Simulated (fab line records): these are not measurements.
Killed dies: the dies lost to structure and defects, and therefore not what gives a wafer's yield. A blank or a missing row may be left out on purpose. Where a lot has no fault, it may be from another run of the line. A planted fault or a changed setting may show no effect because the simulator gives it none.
Matching of chambers	flow n5-finfet	N5_BEOL_M13_ETCH_59 on rie-diel-04: 4 sister chambers
The step etches BARC in N2/H2, target depth 89 nm, overetch 26.7 nm, time 67.9 s. 24 wafers are shown with their chamber, then 12 later ones without.

== EACH WAFER AND ITS CHAMBER ==
wafer	chamber	drypump-motor-current-A (A)	throttle-valve-pct (%)	oes-product-au (a.u.)
L075.3	1	5.1	18.29	0.61
L075.4	3	6.0	17.69	0.64
L075.5	2	5.8	17.68	0.63
L078.2	1	5.2	18.30	0.60
L078.5	3	6.1	17.72	0.65
L078.6	2	5.8	17.69	0.64
L079.2	1	5.1	18.31	0.59
L079.3	0	5.2	17.49	0.83
L079.6	3	6.0	17.71	0.64
L083.1	3	6.1	17.74	0.64
L083.5	2	5.9	17.69	0.63
L083.6	1	5.1	18.32	0.59
L084.1	0	5.2	17.52	0.81
L084.5	3	6.0	17.74	0.63
L084.6	0	5.2	17.49	0.81
L082.2	3	6.0	17.74	0.64
L082.3	0	5.2	17.51	0.80
L082.4	3	6.0	17.75	0.64
L088.3	0	5.2	17.51	0.79
L088.4	3	6.0	17.75	0.63
L088.6	2	5.8	17.74	0.62
L086.2	2	5.8	17.72	0.61
L086.3	1	5.1	17.85	0.84
L086.6	2	5.8	17.73	0.61

SIGNATURES, as means of the wafers listed above
reading	chamber 0	chamber 1	chamber 2	chamber 3	scatter within a chamber
drypump-motor-current-A	5.200	5.120	5.817	6.025	0.0396
throttle-valve-pct	17.5040	18.2140	17.7083	17.7300	0.093
oes-product-au	0.8080	0.6460	0.6233	0.6388	0.0496
Rule: distance of a wafer from a chamber = root of the sum over the readings of ((wafer's reading minus chamber's mean) / reading's scatter) squared. If the next closest chamber is less than 2 further off than the closest, the wafer can't be placed; otherwise it belongs to the closest. The scatter: the root of (the sum of the squares of (reading less its chamber's mean) over the shown wafers, divided by (wafers less chambers)).

== WAFERS WITHOUT THEIR CHAMBER ==
wafer	drypump-motor-current-A (A)	throttle-valve-pct (%)	oes-product-au (a.u.)
L089.2	6.0	17.77	0.64
L089.5	5.2	17.54	0.78
L089.6	5.1	17.87	0.83
L091.2	5.1	17.87	0.82
L091.5	5.2	17.55	0.77
L091.6	6.0	17.75	0.63
L093.1	6.0	17.77	0.62
L093.3	5.8	17.75	0.61
L093.6	5.2	17.53	0.76
L094.2	5.1	17.88	0.80
L094.4	5.8	17.74	0.60
L094.5	5.8	17.74	0.60

== THE CHAMBER EACH PASSED THROUGH ==
wafer	from the rows above	in truth
L089.2	3	3
L089.5	0	0
L089.6	can't be placed: 0 or 1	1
L091.2	can't be placed: 0 or 1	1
L091.5	0	0
L091.6	3	3
L093.1	3	3
L093.3	2	2
L093.6	0	0
L094.2	can't be placed: 0 or 1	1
L094.4	2	2
L094.5	2	2
Correct placement for 9 of the 12. Not placeable from these rows: 3 (in 3, the candidates include the true chamber). Number placed wrongly: 0.
